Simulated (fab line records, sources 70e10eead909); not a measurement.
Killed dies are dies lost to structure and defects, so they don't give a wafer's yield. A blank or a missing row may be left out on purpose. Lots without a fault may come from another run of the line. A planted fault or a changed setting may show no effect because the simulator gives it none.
fab line records | flow nand_harc
record lots=7 wafers=21 last_day=33
route steps=1302 shown A_CHANNEL_HOLE_D2@606 A_CHANNEL_FILL_D2@610
lots that met no fault: from a run of the same line without faults
start_h: hours from the record's first day to the start of the lot's first wafer shown | wait_h: hours since the lot's step before | " the same as in the row above | L1.1+2: a row that stands for several wafers | - no value, or no start given | * or withheld: withheld | < > ~ a bound
route shown NAME@n: a module of which the file shows steps, and the number in the route of the first | usual: mean/standard deviation of fault-free wafers | same: alike in all rows | chamber/n: place in a boat | sites: the reading at each site | _std_site: their standard deviation | _edge_site: outer sites' mean less inner sites' | radius_mm: how far each site lies from the wafer's centre | mask NAME#n: copy n | behind: the tool/chamber that last shaped the wafer | hold: why the lot was held/for how many hours/how that ended | device: the transistor (n, p or np) that didn't switch | end of line: the same wafers' tests at the end of the route | a step without rows: its recipe alone | killed: dies lost to structure and defects at the first sort, not the wafer's yield | map: a wafer's dies, x killed, . not, _ none there
set.NAME: the setting as run; set.NAME@STEP: as run at that earlier step | model.NAME: the simulator's own value behind a step, which no gauge read
lots at some steps of the route; a table a step, a row a wafer
services: from which hour (start_h, from the record's first day; less than 0 if before it) a tool's chamber was out of use, for how many hours, and why
## steps
# step NHARC_A_CHANNEL_HOLE_D2_SRD_30
# step NHARC_A_CHANNEL_HOLE_D2_CD_MEAS_31
# usual cd_nm=90.3/0.95
# columns lot.wafer tool chamber start_h wait_h cd_nm
L908.1 cd_sem-02 - 345.39 - 92.2
L908.2 " - " " 90.0
L908.6 " - " " 89.3
L916.3 cd_sem-02 - 441.82 - 89.6
L916.5 " - " " 90.0
L916.6 " - " " 89.6
L919.2 cd_sem-03 - 460.76 - 91.2
L919.4 " - " " 90.7
L919.6 " - " " 91.0
L920.2 cd_sem-03 - 471.34 - 89.5
L920.4 " - " " 91.1
L920.5 " - " " 89.4
L921.4 cd_sem-03 - 481.49 - 90.7
L921.5 " - " " 91.7
L921.6 " - " " 92.3
L925.1 cd_sem-01 - 511.57 - 88.7
L925.2 " - " " 88.6
L925.6 " - " " 88.3
L926.2 cd_sem-02 - 542.30 - 90.0
L926.3 " - " " 91.2
L926.6 " - " " 89.5
# step NHARC_A_CHANNEL_HOLE_D2_XSEM_32
# recipe landing_energy_ev=35000
# usual bot_cd_nm=74.9/1 bow_nm=8.66/0.3 tilt_deg=0.08/0.042
# columns lot.wafer tool chamber start_h wait_h bot_cd_nm bow_nm tilt_deg
L908.1 xsem-01 0 345.47 0.1 76.9 8.57 0.07
L908.2 " 0 " " 74.2 8.56 0.07
L908.6 " 0 " " 74.5 8.57 0.07
L916.3 xsem-01 0 441.91 0.1 74.2 8.95 0.08
L916.5 " 0 " " 74.4 9.01 0.08
L916.6 " 0 " " 74.9 9.06 0.08
L919.2 xsem-02 0 460.85 0.1 75.8 8.55 0.15
L919.4 " 0 " " 74.9 8.59 0.15
L919.6 " 0 " " 75.9 8.61 0.15
L920.2 xsem-02 0 471.43 0.1 73.5 8.23 0.07
L920.4 " 0 " " 74.8 8.17 0.07
L920.5 " 0 " " 73.7 8.23 0.07
L921.4 xsem-01 0 481.58 0.1 75.7 8.71 0.14
L921.5 " 0 " " 76.4 8.60 0.14
L921.6 " 0 " " 77.3 8.76 0.14
L925.1 xsem-02 0 511.66 0.1 73.3 8.92 0.07
L925.2 " 0 " " 73.4 8.93 0.07
L925.6 " 0 " " 73.4 9.00 0.07
L926.2 xsem-02 0 542.39 0.1 76.2 8.64 0.04
L926.3 " 0 " " 76.7 8.62 0.04
L926.6 " 0 " " 76.0 8.65 0.04
# step NHARC_A_CHANNEL_HOLE_D2_INSPECT_40
# usual raw_defect_count=284/80
# columns lot.wafer tool chamber start_h wait_h raw_defect_count
L908.1 defect_inspect-01 - 345.57 - 236
L908.2 " - " " 283
L908.6 " - " " 240
L916.3 defect_inspect-02 - 442.00 - 313
L916.5 " - " " 473
L916.6 " - " " 260
L919.2 defect_inspect-01 - 460.95 - 329
L919.4 " - " " 224
L919.6 " - " " 294
L920.2 defect_inspect-01 - 471.52 - 227
L920.4 " - " " 250
L920.5 " - " " 268
L921.4 defect_inspect-02 - 481.67 - 328
L921.5 " - " " 451
L921.6 " - " " 296
L925.1 defect_inspect-02 - 511.76 - 303
L925.2 " - " " 334
L925.6 " - " " 276
L926.2 defect_inspect-01 - 542.49 - 282
L926.3 " - " " 226
L926.6 " - " " 288
# step NHARC_A_CHANNEL_FILL_D2_PRECLEAN_00
# recipe time_s=* temp_c=50 bath_age_min=0 chemistry=SC1
# step NHARC_A_CHANNEL_FILL_D2_SRD_01
# step NHARC_A_CHANNEL_FILL_D2_ALD_02
# recipe target_thk_a=60 pulse_time_s=10 ald_cycles=60 temp_c=300 material=SiO2
# usual heater_power_w=478/50 precursor_pulse_height_rel=1.001/0.019
# columns lot.wafer tool chamber start_h wait_h heater_power_w precursor_pulse_height_rel
L908.1 ald_hk-04 3 345.77 - 463 1.015
L908.2 " 0 " " 462 0.971
L908.6 " 0 " " 471 1.014
L916.3 ald_hk-01 2 443.84 - 524 1.001
L916.6 " 3 " " 387 1.005
L916.5 " 0 " " 536 0.987
L919.4 ald_hk-01 2 461.22 - 533 1.004
L919.2 " 0 " " 541 1.014
L919.6 " 2 " " 522 0.967
L920.4 ald_hk-02 2 471.71 - 477 1.017
L920.2 " 3 " " 512 0.977
L920.5 " 3 " " 505 0.993
L921.4 ald_hk-01 3 484.39 - 354 0.987
L921.6 " 3 " " 363 0.989
L921.5 " 0 " " 561 1.009
L925.2 ald_hk-01 3 511.96 - 365 0.987
L925.1 " 2 " " 517 0.977
L925.6 " 3 " " 370 1.023
L926.3 ald_hk-04 3 542.69 - 472 1.004
L926.2 " 0 " " 464 1.023
L926.6 " 3 " " 470 1.036
# step NHARC_A_CHANNEL_FILL_D2_ALD_03
# recipe target_thk_a=60 pulse_time_s=60 ald_cycles=58 temp_c=630 pressure_torr=2 material=SiNx
# usual chamber_pressure_Torr=2.000/0.0047 precursor_pulse_height_rel=0.999/0.02
# columns lot.wafer tool chamber start_h wait_h chamber_pressure_Torr precursor_pulse_height_rel
L908.1 ald_sin_batch-01 0 - - 2.002 1.006
L908.2 " 0 " " 1.995 1.004
L908.6 " 0 " " 2.000 1.001
L916.3 ald_sin_batch-01 0 - - 1.998 1.037
L916.5 " 0 " " 1.996 1.008
L916.6 " 0 " " 2.002 0.982
L919.2 ald_sin_batch-01 0 - - 2.004 0.967
L919.4 " 0 " " 1.996 1.005
L919.6 " 0 " " 2.000 1.008
L920.2 ald_sin_batch-01 0 - - 1.992 0.987
L920.4 " 0 " " 1.996 1.030
L920.5 " 0 " " 1.999 1.042
L921.4 ald_sin_batch-02 0 - - 1.995 0.993
L921.5 " 0 " " 1.994 0.994
L921.6 " 0 " " 1.988 0.992
L925.1 ald_sin_batch-02 0 - - 2.003 1.006
L925.2 " 0 " " 1.996 0.975
L925.6 " 0 " " 2.001 1.010
L926.2 ald_sin_batch-02 0 - - 1.998 0.982
L926.3 " 0 " " 2.005 0.997
L926.6 " 0 " " 2.001 0.990
# step NHARC_A_CHANNEL_FILL_D2_ALD_14
# recipe target_thk_a=25 pulse_time_s=10 ald_cycles=25 temp_c=300 material=SiO2
# usual heater_power_w=479/50 precursor_pulse_height_rel=0.999/0.021
# columns lot.wafer tool chamber start_h wait_h heater_power_w precursor_pulse_height_rel
L908.2 ald_hk-04 2 352.88 0.1 461 0.967
L908.1 " 3 " " 485 0.992
L908.6 " 1 " " 539 1.035
L916.3 ald_hk-04 1 450.18 0.3 543 1.032
L916.6 " 3 " " 471 1.012
L916.5 " 0 " " 473 1.010
L919.4 ald_hk-01 0 468.18 0.1 566 0.982
L919.2 " 3 " " 370 1.019
L919.6 " 0 " " 550 1.019
L920.2 ald_hk-01 0 484.00 5.3 564 0.957
L920.4 " 2 " " 521 0.994
L920.5 " 0 " " 553 1.025
L921.4 ald_hk-01 1 491.48 0.1 487 1.036
L921.6 " 3 " " 359 1.016
L921.5 " 0 " " 552 0.967
L925.2 ald_hk-04 2 520.07 0.8 449 0.996
L925.1 " 3 " " 471 1.015
L925.6 " 0 " " 459 1.038
L926.3 ald_hk-04 1 549.67 0.0 566 0.973
L926.2 " 2 " " 463 0.997
L926.6 " 2 " " 446 0.980
# step NHARC_A_CHANNEL_FILL_D2_ALD_15
# recipe target_thk_a=20 pulse_time_s=60 ald_cycles=19 temp_c=630 pressure_torr=2 material=SiNx
# step NHARC_A_CHANNEL_FILL_D2_ALD_16
# recipe target_thk_a=15 pulse_time_s=10 ald_cycles=15 temp_c=300 material=SiO2
# step NHARC_A_CHANNEL_FILL_D2_ANNEAL_17
# recipe temp_c=850 time_s=1800
# step NHARC_A_CHANNEL_FILL_D2_CVD_18
# recipe target_thk_a=30 temp_c=550 material=poly-Si
# usual spike_tc_bottom_C=570.5/1.1 spike_tc_centre_C=550.4/1.3 spike_tc_upper_C=548.4/1 zone_power_centre_pct=7.71/0.23
# columns lot.wafer tool chamber start_h wait_h spike_tc_bottom_C spike_tc_centre_C spike_tc_upper_C zone_power_centre_pct
L908.1 lpcvd_poly-04 0 370.67 - 569.5 550.5 548.7 8.05
L908.2 " 0 " " 568.5 550.1 549.8 7.99
L908.6 " 0 " " 569.3 549.2 549.1 8.17
L916.3 lpcvd_poly-02 0 464.40 - 571.7 548.9 549.2 7.69
L916.5 " 0 " " 569.3 550.8 547.8 7.67
L916.6 " 0 " " 571.1 550.4 547.9 7.54
L919.2 lpcvd_poly-04 - 483.33 - - - - -
L919.4 " - " " - - - -
L919.6 " - " " - - - -
L920.2 lpcvd_poly-03 - 498.44 - - - - -
L920.4 " - " " - - - -
L920.5 " - " " - - - -
L921.4 lpcvd_poly-04 - 506.51 - - - - -
L921.5 " - " " - - - -
L921.6 " - " " - - - -
L925.1 lpcvd_poly-04 0 534.53 - 570.8 550.1 548.8 7.95
L925.2 " 0 " " 571.4 548.8 548.6 7.98
L925.6 " 0 " " 568.7 549.6 548.8 7.99
L926.2 lpcvd_poly-02 0 564.71 - 569.7 549.8 547.1 7.59
L926.3 " 0 " " 572.3 552.4 548.6 7.53
L926.6 " 0 " " 570.6 551.6 547.4 7.61
# step NHARC_A_CHANNEL_FILL_D2_ETCHBACK_19
# recipe target_depth_a=50 time_s=1.7 hbr_flow_sccm=150 cl2_flow_sccm=50 rf_w=400 icp_w=400 bias_w=100 chemistry=HBr/Cl2
# usual drypump_motor_current_A=5.7/0.41 he_backside_leak_sccm=2.60/0.19 oes_product_au=1.000/0.0075 throttle_valve_pct=26.406/0.0095
# same time_s=1.7
# columns lot.wafer tool chamber start_h wait_h drypump_motor_current_A he_backside_leak_sccm oes_product_au rf_hours_counter_h throttle_valve_pct
L908.2 rie_si-05 2 372.78 0.4 6.0 2.66 0.989 0.39 26.407
L908.1 " 3 " " 5.8 2.57 1.000 0.32 26.415
L908.6 " 1 " " 5.3 2.40 1.003 - 26.415
L916.3 rie_si-05 3 466.54 0.4 5.8 2.64 1.002 0.92 26.389
L916.6 " 0 " " 5.5 2.61 0.995 - 26.404
L916.5 " 1 " " 5.3 2.38 1.013 - 26.411
L919.4 rie_si-01 2 485.43 0.4 6.1 2.44 0.995 0.65 26.408
L919.2 " 1 " " 5.9 2.44 0.999 0.72 26.420
L919.6 " 2 " " 6.2 2.44 0.992 - 26.415
L920.2 rie_si-03 3 500.53 0.4 5.3 2.48 0.987 0.54 26.405
L920.4 " 0 " " 6.0 2.72 0.995 0.66 26.411
L920.5 " 0 " " 6.0 2.92 0.991 - 26.398
L921.4 rie_si-05 0 508.59 0.4 5.5 2.48 1.001 0.14 26.415
L921.6 " 2 " " 6.0 2.57 1.000 - 26.410
L921.5 " 3 " " 5.8 2.61 1.007 - 26.402
L925.2 rie_si-01 0 536.62 0.4 5.5 3.17 0.998 0.97 26.406
L925.1 " 1 " " 5.9 2.35 0.998 1.00 26.400
L925.6 " 0 " " 5.5 3.14 1.000 - 26.399
L926.2 rie_si-05 2 566.79 0.4 6.0 2.68 0.999 0.52 26.404
L926.3 " 3 " " 5.8 2.50 1.011 0.50 26.412
L926.6 " 2 " " 6.0 2.73 0.994 - 26.397
## services
# columns tool chamber start_h hours kind
rie_si-01 3 357.56 7.6 repair
rie_si-01 - 361.63 0.3 repair
rie_si-01 - 370.00 9.0 pm
xsem-01 - 374.00 14.0 pm
lpcvd_poly-03 - 388.19 26.0 pm
rie_si-05 - 389.42 0.7 repair
ald_hk-01 - 394.51 1.7 repair
rie_si-03 - 398.00 9.0 pm
rie_si-03 1 418.13 4.3 repair
rie_si-01 0 470.58 5.3 repair
ald_hk-01 - 474.00 10.0 pm
ald_hk-01 0 474.00 10.0 vent_cycle
ald_hk-01 1 474.00 10.0 vent_cycle
ald_hk-01 2 474.00 10.0 vent_cycle
ald_hk-01 3 474.00 10.0 vent_cycle
rie_si-05 - 482.00 9.0 pm
ald_hk-01 0 484.00 - clean
ald_hk-01 1 484.00 - clean
ald_hk-01 2 484.00 - clean
ald_hk-01 3 484.00 - clean
rie_si-03 3 485.83 8.2 repair
ald_sin_batch-01 - 506.00 26.0 pm
ald_hk-02 - 541.81 0.9 repair
rie_si-01 - 547.00 9.0 pm
## key
first_sign step=NHARC_A_CHANNEL_FILL_D2_CVD_18 reading=tool_record direction=missing
effect none on later readings
met_at NHARC_A_CHANNEL_FILL_D2_CVD_18
struck_wafers L919.2,L919.4,L919.6,L920.2,L920.4,L920.5,L921.4,L921.5,L921.6
later_rows_left_out L919.2,L919.4,L919.6,L920.2,L920.4,L920.5,L921.4,L921.5,L921.6
sort_left_out L919.2,L919.4,L919.6,L920.2,L920.4,L920.5,L921.4,L921.5,L921.6
tester_left_out L919,L920,L921
onset_between 370.67 483.33
fault kind=skipped_step_whole tool=lpcvd_poly-03,lpcvd_poly-04 chamber=- onset_h=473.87 steps=NHARC_A_CHANNEL_FILL_D2_CVD_18 scope=struck_lots_only
# tester_left_out: of these lots the tester's yield and bins aren't shown, on N5 and GAA mostly nor the transistor test; their killed dies are dies lost to structure and defects alone, not to doping, threshold or leakage, so they don't give the yield
# sort_left_out: the simulated sort isn't trusted on such a fault, so these wafers' sort isn't shown, and their yield isn't known
# later_rows_left_out: the simulator's readings of these wafers behind a module that went badly wrong aren't trusted and aren't shown, but for the sort
